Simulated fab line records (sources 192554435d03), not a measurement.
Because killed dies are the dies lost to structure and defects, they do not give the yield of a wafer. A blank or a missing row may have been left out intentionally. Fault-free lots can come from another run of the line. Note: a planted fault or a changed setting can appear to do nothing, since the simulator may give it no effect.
Which tool did it? :: flow n5 finfet :: at 1 step of a route of 1938, 12 lots with 36 wafers sampled

## WHAT EACH GAUGE READ, for each wafer
N5_BEOL_M13_THK_MEAS_01.
lot: L075
measured: day 10 18:17
on: film metro-01
M13_ILD_THK (nm): 833 851 843

lot: L077
measured: day 11 16:01
on: film metro-02
M13_ILD_THK (nm): 833 848 842

lot: L079
measured: day 12 06:51
on: film metro-02
M13_ILD_THK (nm): 829 849 852

lot: L081
measured: day 12 21:13
on: film metro-02
M13_ILD_THK (nm): 844 839 857

lot: L083
measured: day 13 07:04
on: film metro-01
M13_ILD_THK (nm): 834 830 853

lot: L084
measured: day 13 12:38
on: film metro-02
M13_ILD_THK (nm): 831 824 830

lot: L087
measured: day 14 02:38
on: film metro-02
M13_ILD_THK (nm): 827 821 834

lot: L089
measured: day 14 11:58
on: film metro-01
M13_ILD_THK (nm): 835 839 843

lot: L092
measured: day 15 01:07
on: film metro-01
M13_ILD_THK (nm): 840 848 846

lot: L094
measured: day 16 00:14
on: film metro-01
M13_ILD_THK (nm): 833 836 848

lot: L097
measured: day 16 07:03
on: film metro-01
M13_ILD_THK (nm): 829 834 839

lot: L093
measured: day 16 08:24
on: film metro-01
M13_ILD_THK (nm): 835 848 838

## WHAT TOOL EACH LOT RAN ON (gives the tool, then ch and the chambers of the sampled wafers, and finally the start)
No process step before these readings appears in the record.

## THE ANSWER, worked out from the rows above alone
Rule: usual is defined by the lots themselves. The widest of any qualifying gaps counts: lots, ordered by their means at a reading, are off when they make up no more than a third of the lots, leave a main group of 4 or more, and stand apart from it by 3 or more times the standard deviation of that group's means. The tables above print the reading to a certain number of digits; a main group whose means all agree to those digits is not used. A lot without any number at a reading at which 4 lots or more have one is off too. Any other lot the step has rows for is counted as sound.
Nothing can be told from this: no lot is off at any reading shown.

## WHAT HAD BEEN PUT IN BY THE SIMULATOR
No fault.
